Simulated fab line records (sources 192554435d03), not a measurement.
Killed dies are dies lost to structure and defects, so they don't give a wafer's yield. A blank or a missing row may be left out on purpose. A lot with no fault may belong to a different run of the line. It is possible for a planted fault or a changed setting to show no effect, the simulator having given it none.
8D (eight disciplines) problem report, filled in by code / flow n5 finfet / the parts of the form that need people (team, actions taken, sign-off) are left out

## 1. THE PROBLEM
Wafers without a fault read 286.0 s, standard deviation 0.31; run length s at N5_MOL_CONTACT_COAG_CVD_140 reads a mean of 438.6 s on 5 wafers belonging to 3 lots. That is +99 or more standard deviations from the usual mean.
The step: deposits W, target thk 66.5 nm, time 215 s.
Seen first at day 7 22:13 on cvd w-01, wafer L467.3. The record holds 25 wafers of 10 lots with a number at this step. By rule, "out" or "out of limits" means more than 4 standard deviations away from the usual mean. The rest of the wafers with a number are treated as sound.

## 2. WHAT IT IS; WHAT IT IS NOT
question=which readings at this step | is=run length s | is not=heater power w
question=which lots | is=L467, L468, L469 | is not=L456, L457, L458, L461, L464, L477, L479
question=which wafers of those lots | is=L467.3, L467.6, L468.6, L469.3, L469.6 | is not=L468.2, L468.4, L469.1
question=read on which tools | is=cvd w-01 | is not=cvd w-02
question=when | is=from day 7 22:13 | is not=up to then (12 sound wafers); but 8 sound wafers of L468, L469, L477, L479 came after

## 3. WHAT RULES OUT EACH SUSPECT
Counting: if a tool at a process step up to the reading ran every lot that is out, it stays a suspect. Sound lots after the first of them don't rule it out here, since some wafers of a struck lot are sound.
- rie diel-03 at N5_MOL_CONTACT_COAG_DESCUM_45 (chemistry O2, time 7 s): kept. Every lot that is out went through it, the first being L467 (day 7 21:11); the last sound lot it ran before that was L464 (day 7 01:04).
- cvd w-01 at N5_MOL_CONTACT_COAG_CVD_140 (deposits W, target thk 66.5 nm, time 215 s): kept. Every lot that is out went through it, the first being L467 (day 7 22:13); the last sound lot it ran before that was L464 (day 7 02:07). Its own readings are out on those wafers: run length s.
Left after counting: rie diel-03 at N5_MOL_CONTACT_COAG_DESCUM_45, cvd w-01 at N5_MOL_CONTACT_COAG_CVD_140.

## 4. THE CAUSE (what the simulator had put in)
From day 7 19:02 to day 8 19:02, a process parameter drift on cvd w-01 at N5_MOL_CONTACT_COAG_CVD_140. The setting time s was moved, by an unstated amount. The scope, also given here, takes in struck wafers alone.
Of the 2 suspects that counting leaves, this tool is one.

## 5. SEQUENCE OF EFFECTS, ordered by route
One row per reading whose mean, taken over the struck wafers that have a number, lies over 3 standard deviations from the usual. Only readings whose record carries a usual standard deviation are examined. hours: median over the lots of the time between each lot's start at the first step of this table that gives one and its start at this step. sigmas: the change, counted in usual standard deviations.
hours=0; step=N5_MOL_CONTACT_COAG_CVD_140; reading=run length s; usual=286.0 s; on struck wafers=438.6; change=+152.6; sigmas=+99 or more
The process steps in it:
- N5_MOL_CONTACT_COAG_CVD_140: deposits W, target thk 66.5 nm, time 215 s.
At these later measuring or inspecting steps, every struck wafer for which the step has a row has a number for every such reading, and none has moved that far: N5_MOL_CONTACT_COAG_INSPECT_97, N5_BEOL_M4_RC_MEAS_101.

## 6. HOW IT WOULD HAVE BEEN CAUGHT EARLIER
In this record no reading fell out of limits until day 7 22:13, 3 hours after the fault had begun at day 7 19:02.
